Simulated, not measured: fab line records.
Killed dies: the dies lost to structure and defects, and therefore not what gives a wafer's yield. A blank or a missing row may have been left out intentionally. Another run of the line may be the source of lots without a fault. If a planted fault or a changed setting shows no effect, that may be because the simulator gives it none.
A lot that was struck, set against a sound lot + flow nand_harc + 41 out of 1302 route steps
Sound: the wafers L721.1, L721.2, L721.4. Wafers L707.2, L707.3, L707.5 were the ones struck. At the end, the cause is stated.
Order at every step that has rows: each side's tool, ch and its chambers, its first start. Under that, the readings that differ: sound wafers + struck wafers + difference of the means + sigmas: that difference in standard deviations of wafers without a fault.
alike: same words and numbers on both sides, and readings whose means sit less than 2 such deviations apart. not compared: any withheld reading, any reading some wafer has no value for, any bound like >300 that may hide the same value, and any number with overlapping values for which the record gives no deviation.
The two part at a step that has a row with sigmas, a row that says differs or no value, or rows on one side only. When numbers do not overlap yet have no deviation, they are printed without sigmas and do not part them. A reading missing from all wafers of one side parts the sides only when that side holds two or more wafers.

NHARC_A_CHANNEL_FILL_D1_ALD_02: deposits SiO2, target thk 6 nm, pulse time 10 s, ald cycles 60.
  sound on ald_hk-04 ch 0,1,2, day 18 00:18; struck on ald_hk-02 ch 2,3, day 11 19:00
  alike: heater_power_w, precursor_pulse_height_rel
NHARC_A_CHANNEL_FILL_D1_ALD_03: deposits SiNx, target thk 6 nm, pulse time 60 s, ald cycles 58.
  sound: ald_sin_batch-03 ch 0; struck: ald_sin_batch-02 ch 0
  alike: precursor_pulse_height_rel
NHARC_A_CHANNEL_FILL_D1_ALD_14: deposits SiO2, target thk 2.5 nm, pulse time 10 s, ald cycles 25.
  sound on ald_hk-02 ch 0,1,2, day 18 07:19; struck on ald_hk-02 ch 1,2,3, day 12 00:10
  alike: heater_power_w, precursor_pulse_height_rel
then, 5 steps without rows for these wafers: NHARC_A_CHANNEL_FILL_D1_ALD_15 (deposits SiNx, target thk 2 nm, pulse time 60 s, ald cycles 19); NHARC_A_CHANNEL_FILL_D1_ALD_16 (deposits SiO2, target thk 1.5 nm, pulse time 10 s, ald cycles 15); NHARC_A_CHANNEL_FILL_D1_ANNEAL_17 (time 1800 s); NHARC_A_CHANNEL_FILL_D1_CVD_18 (deposits poly-Si, target thk 3 nm); NHARC_A_CHANNEL_FILL_D1_ETCHBACK_19 (etches the open film in HBr/Cl2, target depth 5 nm, time 1.7 s).
NHARC_A_CHANNEL_FILL_D1_ETCHBACK_20: etches the open film in C4F8/O2/Ar, target depth 27 nm, time 13.5 s.
  sound on rie_diel-08 ch 0,2,3, day 19 00:24; struck on rie_diel-08 ch 0,2,3, day 12 17:16
  alike: oes_product_au, rf_fwd_power_W, rf_vpp_V
  not compared: rf_hours_counter_h
then, 3 steps without rows for these wafers: NHARC_A_CHANNEL_FILL_D1_STRIP_28 (strips in O2, time 20 s); NHARC_A_CHANNEL_FILL_D1_PRECLEAN_21 (cleans in dHF, time 30 s); NHARC_A_CHANNEL_FILL_D1_SRD_23.
NHARC_A_CHANNEL_FILL_D1_CVD_05: deposits poly-Si, target thk 5 nm.
  sound on lpcvd_poly-04 ch 0, day 19 03:38; struck on lpcvd_poly-01 ch 0, day 12 19:44
| reading               | sound             | struck            | difference | sigmas |
|-----------------------|-------------------|-------------------|------------|--------|
| spike_tc_bottom_C (C) | 565.1 564.3 565.7 | 589.5 589.6 591.0 | +25.0      | +9     |
| spike_tc_centre_C (C) | 550.8 552.5 552.3 | 573.0 571.5 570.9 | +19.9      | +18    |
| spike_tc_lower_C (C)  | 550.1 549.9 548.5 | 571.1 573.6 572.7 | +23.0      | +19    |
| spike_tc_top_C (C)    | 575 576 576       | 588 589 588       | +13        | +3     |
| spike_tc_upper_C (C)  | 552.0 550.3 550.7 | 570.0 570.2 570.0 | +19.1      | +17    |
then, 1 step without rows for these wafers: NHARC_A_CHANNEL_FILL_D1_ANNEAL_22 (time 7200 s).
NHARC_A_CHANNEL_FILL_D1_ALD_25: deposits SiOx, target thk 60 nm, pulse time 10 s, ald cycles 600.
  sound on ald_hk-02 ch 0,1,3, day 19 12:59; struck on ald_hk-03 ch 2,3, day 13 11:51
| reading | sound | struck                                                                     | difference                   | sigmas |
|---------|-------|----------------------------------------------------------------------------|------------------------------|--------|
| hold    | - - - | await_dispo/4.8h/release await_dispo/4.8h/release await_dispo/4.8h/release | no value on the sound wafers |        |
  alike: heater_power_w, precursor_pulse_height_rel
then, 7 steps without rows for these wafers: NHARC_A_CHANNEL_FILL_D1_ETCHBACK_08 (etches the open film in C4F8, target depth 220 nm, time 110 s); NHARC_A_CHANNEL_FILL_D1_STRIP_29 (strips in O2, time 20 s); NHARC_A_CHANNEL_FILL_D1_PRECLEAN_30 (cleans in dHF, time 30 s); NHARC_A_CHANNEL_FILL_D1_SRD_31; NHARC_A_CHANNEL_FILL_D1_CVD_09 (deposits poly-Si, target thk 150 nm, time 3000 s); NHARC_A_CHANNEL_FILL_D1_CMP_10 (polishes, target thk 150 nm); NHARC_A_CHANNEL_FILL_D1_SRD_12.
NHARC_A_CHANNEL_FILL_D1_INSPECT_13:
  sound on defect_inspect-02 at day 20 00:48; struck on defect_inspect-02 at day 13 21:44
  alike: raw_defect_count
then, 10 steps without rows for these wafers: NHARC_A_DECK1_JOINT_ETCHBACK_07 (etches the open film in HBr, target depth 105 nm, time 26.9 s); NHARC_A_DECK1_JOINT_ETCH_25 (etches SiO2 in dHF, target depth 0.5 nm); NHARC_A_DECK1_JOINT_ETCH_19 (etches poly-Si in TMAH, target depth 3 nm); NHARC_A_DECK1_JOINT_ETCH_18 (etches SiO2 in dHF, target depth 3 nm); NHARC_A_DECK1_JOINT_WET_08 (chemistry H3PO4, time 86 s); NHARC_A_DECK1_JOINT_ETCH_09 (etches SiO2 in dHF, target depth 5 nm); NHARC_A_DECK1_JOINT_WET_10 (chemistry H3PO4, time 86 s); NHARC_A_DECK1_JOINT_ETCH_11 (etches SiO2 in dHF, target depth 35 nm); NHARC_A_DECK1_JOINT_CVD_12 (deposits poly-Si, target thk 90 nm, time 1800 s); NHARC_A_DECK1_JOINT_CMP_13 (polishes, target thk 51.023 nm).
NHARC_A_DECK1_JOINT_THK_MEAS_14: measures by ellipsometry.
  sound on film_metro-02 at day 20 11:27; struck on film_metro-01 at day 14 05:53
  alike: thk_nm
then, 5 steps without rows for these wafers: NHARC_A_DECK1_JOINT_SRD_04; NHARC_A_DECK1_JOINT_ETCHBACK_00 (etches the open film in HBr, target depth 30 nm, time 17.4 s); NHARC_A_DECK1_JOINT_PRECLEAN_30 (cleans in SC1); NHARC_A_DECK1_JOINT_SRD_31; NHARC_A_DECK1_JOINT_CVD_34 (deposits SiNx, target thk 20 nm).
-- break in the record here, with 13 days between the starts of the struck wafers on either side (left off in module A_DECK1_JOINT, picked up again in module END, where the first step shown is number 1301 on the route) --
NHARC_END_WLT_00:
  sound on prober-02 at day 33 06:35; struck on prober-02 at day 27 14:01
| reading                           | sound             | struck            | difference | sigmas |
|-----------------------------------|-------------------|-------------------|------------|--------|
| VT_DECK1_BOTTOM                   | 0.870 0.867 0.871 | 1.002 0.994 1.002 | +0.130     | +21    |
| VT_DECK1_BOTTOM_INNER             | 0.870 0.869 0.866 | 1.004 0.993 1.001 | +0.131     | +20    |
| VT_DECK1_MEDIAN_NEAR_BOTTOM       | 0.873 0.872 0.868 | 1.003 0.992 1.005 | +0.129     | +20    |
| VT_DECK1_MEDIAN_NEAR_BOTTOM_INNER | 0.865 0.865 0.882 | 0.996 1.005 1.009 | +0.133     | +22    |
| VT_DECK1_MIDDLE                   | 0.886 0.876 0.898 | 1.018 1.016 1.021 | +0.132     | +22    |
| VT_DECK1_MIDDLE_INNER             | 0.887 0.888 0.889 | 1.032 1.022 1.018 | +0.136     | +20    |
| VT_DECK1_TOP                      | 0.895 0.894 0.899 | 1.050 1.050 1.052 | +0.155     | +23    |
| VT_DECK1_TOP_INNER                | 0.900 0.900 0.892 | 1.044 1.043 1.044 | +0.146     | +23    |
  alike: VT_DECK2_BOTTOM, VT_DECK2_BOTTOM_INNER, VT_DECK2_MEDIAN_NEAR_BOTTOM, VT_DECK2_MEDIAN_NEAR_BOTTOM_INNER, VT_DECK2_MIDDLE, VT_DECK2_MIDDLE_INNER, VT_DECK2_TOP, VT_DECK2_TOP_INNER
  not compared: hold
NHARC_END_SORT_01:
  sound on prober-02 ch 0, day 33 09:33; struck on prober-02 ch 0, day 27 19:12
| reading             | sound | struck                                                                     | difference                   | sigmas |
|---------------------|-------|----------------------------------------------------------------------------|------------------------------|--------|
| hold                | - - - | await_dispo/1.9h/release await_dispo/1.9h/release await_dispo/1.9h/release | no value on the sound wafers |        |
| killed_at_periphery | 9 7 7 | 1 1 1                                                                      | -7                           | -3     |
  alike: killed_at_array, killed_at_other, killed_dies, killed_open, killed_short

WHERE THEY PART
At NHARC_A_CHANNEL_FILL_D1_CVD_05 first; at NHARC_END_SORT_01 last (within this record only).

WHY: whatever the simulator had introduced
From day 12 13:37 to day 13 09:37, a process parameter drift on lpcvd_poly-01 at NHARC_A_CHANNEL_FILL_D1_CVD_05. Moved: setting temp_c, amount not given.
